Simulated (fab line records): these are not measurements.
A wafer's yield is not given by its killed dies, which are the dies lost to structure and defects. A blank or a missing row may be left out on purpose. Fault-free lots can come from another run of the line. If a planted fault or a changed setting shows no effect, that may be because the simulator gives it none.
Matching of chambers / flow n5Finfet / pecvd-03 running N5_BEOL_M11_DEP_56: 3 sister chambers
The step deposits SiCN from 3MS/NH3, target thk 30 nm, time 10.5 s. 18 wafers are shown with their chamber, then 9 later ones without.

## WAFERS WITH THEIR CHAMBER
wafer=L076.1; chamber=0; showerheadPlenumPTorr (Torr)=4.14; throttleValvePct (%)=17.4
wafer=L076.3; chamber=2; showerheadPlenumPTorr (Torr)=4.10; throttleValvePct (%)=17.4
wafer=L076.6; chamber=1; showerheadPlenumPTorr (Torr)=4.16; throttleValvePct (%)=17.8
wafer=L080.2; chamber=1; showerheadPlenumPTorr (Torr)=4.16; throttleValvePct (%)=17.7
wafer=L080.5; chamber=1; showerheadPlenumPTorr (Torr)=4.15; throttleValvePct (%)=17.8
wafer=L080.6; chamber=0; showerheadPlenumPTorr (Torr)=4.14; throttleValvePct (%)=17.4
wafer=L088.2; chamber=2; showerheadPlenumPTorr (Torr)=4.11; throttleValvePct (%)=17.9
wafer=L088.3; chamber=0; showerheadPlenumPTorr (Torr)=4.15; throttleValvePct (%)=17.7
wafer=L088.5; chamber=2; showerheadPlenumPTorr (Torr)=4.10; throttleValvePct (%)=17.5
wafer=L087.1; chamber=2; showerheadPlenumPTorr (Torr)=4.10; throttleValvePct (%)=17.8
wafer=L087.5; chamber=0; showerheadPlenumPTorr (Torr)=4.15; throttleValvePct (%)=17.5
wafer=L087.6; chamber=1; showerheadPlenumPTorr (Torr)=4.14; throttleValvePct (%)=18.0
wafer=L093.2; chamber=2; showerheadPlenumPTorr (Torr)=4.11; throttleValvePct (%)=17.9
wafer=L093.3; chamber=0; showerheadPlenumPTorr (Torr)=4.13; throttleValvePct (%)=17.5
wafer=L093.5; chamber=0; showerheadPlenumPTorr (Torr)=4.13; throttleValvePct (%)=17.7
wafer=L091.1; chamber=2; showerheadPlenumPTorr (Torr)=4.10; throttleValvePct (%)=17.9
wafer=L091.2; chamber=1; showerheadPlenumPTorr (Torr)=4.15; throttleValvePct (%)=17.9
wafer=L091.4; chamber=1; showerheadPlenumPTorr (Torr)=4.16; throttleValvePct (%)=17.8

SIGNATURES (means of the wafers above)
reading=showerheadPlenumPTorr; chamber 0=4.1400; chamber 1=4.1533; chamber 2=4.1033; scatter within a chamber=0.0076
reading=throttleValvePct; chamber 0=17.533; chamber 1=17.833; chamber 2=17.733; scatter within a chamber=0.163
Rule: a wafer's distance from a chamber is the root of the sum, over the readings, of the square of ((its reading less the chamber's mean) divided by the reading's scatter). If the next closest chamber is less than 2 further off than the closest, the wafer can't be placed; otherwise it belongs to the closest. The scatter: the root of (the sum of the squares of (reading less its chamber's mean) over the shown wafers, divided by (wafers less chambers)).

## WAFERS MISSING THEIR CHAMBER
wafer=L094.1; showerheadPlenumPTorr (Torr)=4.14; throttleValvePct (%)=18.1
wafer=L094.2; showerheadPlenumPTorr (Torr)=4.11; throttleValvePct (%)=17.6
wafer=L094.3; showerheadPlenumPTorr (Torr)=4.15; throttleValvePct (%)=17.8
wafer=L096.1; showerheadPlenumPTorr (Torr)=4.10; throttleValvePct (%)=18.0
wafer=L096.5; showerheadPlenumPTorr (Torr)=4.14; throttleValvePct (%)=17.8
wafer=L096.6; showerheadPlenumPTorr (Torr)=4.15; throttleValvePct (%)=18.3
wafer=L097.1; showerheadPlenumPTorr (Torr)=4.16; throttleValvePct (%)=17.9
wafer=L097.3; showerheadPlenumPTorr (Torr)=4.14; throttleValvePct (%)=17.4
wafer=L097.5; showerheadPlenumPTorr (Torr)=4.15; throttleValvePct (%)=17.7

## WHICH CHAMBER EACH WENT THROUGH
wafer=L094.1; from the rows above=can't be placed: 1 or 0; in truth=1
wafer=L094.2; from the rows above=2; in truth=2
wafer=L094.3; from the rows above=can't be placed: 1 or 0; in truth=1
wafer=L096.1; from the rows above=2; in truth=2
wafer=L096.5; from the rows above=can't be placed: 0 or 1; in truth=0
wafer=L096.6; from the rows above=can't be placed: 1 or 0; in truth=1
wafer=L097.1; from the rows above=1; in truth=1
wafer=L097.3; from the rows above=0; in truth=0
wafer=L097.5; from the rows above=can't be placed: 1 or 0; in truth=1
4 of 9 placed correctly. Not placeable from these rows: 5 (in 5, the candidates include the true chamber). Wrongly placed: 0.
